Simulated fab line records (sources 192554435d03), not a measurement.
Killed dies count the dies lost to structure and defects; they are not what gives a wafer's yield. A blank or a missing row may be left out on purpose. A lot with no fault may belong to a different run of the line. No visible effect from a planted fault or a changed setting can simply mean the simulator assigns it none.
Split-lot experiment    flow n5-finfet    21 wafers read across 7 lots, on a route 1938 steps long

ON THE SPLIT
At N5_BEOL_M8_EXPOSE_25 (exposes mask V7, target cd 40 nm), the setting dose-mj was moved away from the recipe's 42.5 on 9 of the 21 wafers read, by -5.6% to +6.9%. For the rest of the wafers, this setting stayed at what the recipe calls for.

FROM THE SPLIT TO THE READING: what the file shows between them, 2 steps
- N5_BEOL_M8_PEB_26: peb time 60 s
- N5_BEOL_M8_DEVELOP_27: develop time 30 s

THE READING
Shown in nm: cd-nm at N5_BEOL_M8_CD_MEAS_28, with target cd 40 nm. On this fab line, fault-free wafers typically give 40.06 nm with a standard deviation of 0.24 nm.

wafer   tool, chamber at the split  dose-mj as run  against the recipe  cd-nm, nm  against lot-mates on the recipe
L080.1  euv-scanner-01, 0           42.5            recipe              39.59      -
L080.2  euv-scanner-01, 0           42.5            recipe              39.76      -
L080.5  euv-scanner-01, 0           43.83           +3.1%               40.69      +1.02
L081.1  euv-scanner-02, 0           42.5            recipe              39.69      -
L081.3  euv-scanner-02, 0           42.5            recipe              39.63      -
L081.4  euv-scanner-02, 0           42.5            recipe              40.22      -
L091.2  euv-scanner-02, 0           42.5            recipe              40.15      -
L091.5  euv-scanner-02, 0           42.5            recipe              40.30      -
L091.6  euv-scanner-02, 0           42.5            recipe              40.06      -
L090.1  euv-scanner-02, 0           40.11           -5.6%               38.37      -1.63
L090.5  euv-scanner-02, 0           40.11           -5.6%               38.25      -1.75
L090.6  euv-scanner-02, 0           42.5            recipe              40.00      -
L093.2  euv-scanner-01, 0           44.94           +5.7%               41.32      +1.18
L093.5  euv-scanner-01, 0           44.94           +5.7%               41.34      +1.20
L093.6  euv-scanner-01, 0           42.5            recipe              40.14      -
L097.2  euv-scanner-01, 0           41.57           -2.2%               39.69      -0.43
L097.4  euv-scanner-01, 0           41.57           -2.2%               39.88      -0.24
L097.6  euv-scanner-01, 0           42.5            recipe              40.12      -
L096.1  euv-scanner-01, 0           45.43           +6.9%               41.41      +1.59
L096.2  euv-scanner-01, 0           42.5            recipe              39.82      -
L096.3  euv-scanner-01, 0           45.43           +6.9%               41.23      +1.41

THE FIT
A straight line over all 21 wafers: cd-nm changes by +0.231 nm for each +1% of dose-mj; r = +0.95; the points scatter about the line by 0.26 nm.
The same after taking each lot's own level away (the mean of its wafers on the recipe; 21 wafers): +0.24 nm for each +1%; r = +0.97; scatter 0.2 nm.
That fit puts the effect of the largest move of dose-mj on the reading at 1.7 nm.
Across the lots, their own levels run from 39.675 to 40.170 nm, a range of 2.1 times the standard deviation given above.
The two slopes agree, so the slope changes little with the lot-to-lot level.
Check: with one of the wafers moved furthest among these (+6.9%) left out of the fit, the line predicts +1.63 nm for it against its lot-mates. Against them it came out at +1.59 nm.

THE WHOLE CHAIN: every reading that the file lists as answering this split, in the file's order
step                   what it does                                                         reading                                                         change (the file's fit)                r (the file's)
N5_BEOL_M8_CD_MEAS_28  target cd 40 nm                                                      cd-nm                                                           +0.242 nm for each +1% of the setting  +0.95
N5_BEOL_M8_DESCUM_33   chemistry O2, time 7 s                                               BEOL_M8.cd-nm (the simulator's own value, which no gauge read)  +0.228 nm for each +1% of the setting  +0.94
N5_BEOL_M8_ETCH_65     etches SiARC in CF4, target depth 15.6 nm, time 26 s                 BEOL_M8.cd-nm (the simulator's own value, which no gauge read)  +0.201 nm for each +1% of the setting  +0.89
N5_BEOL_M8_ETCH_66     etches SOC in N2/H2, target depth 80 nm, overetch 16 nm, time 120 s  BEOL_M8.cd-nm (the simulator's own value, which no gauge read)  +0.217 nm for each +1% of the setting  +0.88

FILE'S OWN FIT
cd-nm changes by +0.242 nm for each +1% of dose-mj, r = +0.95.
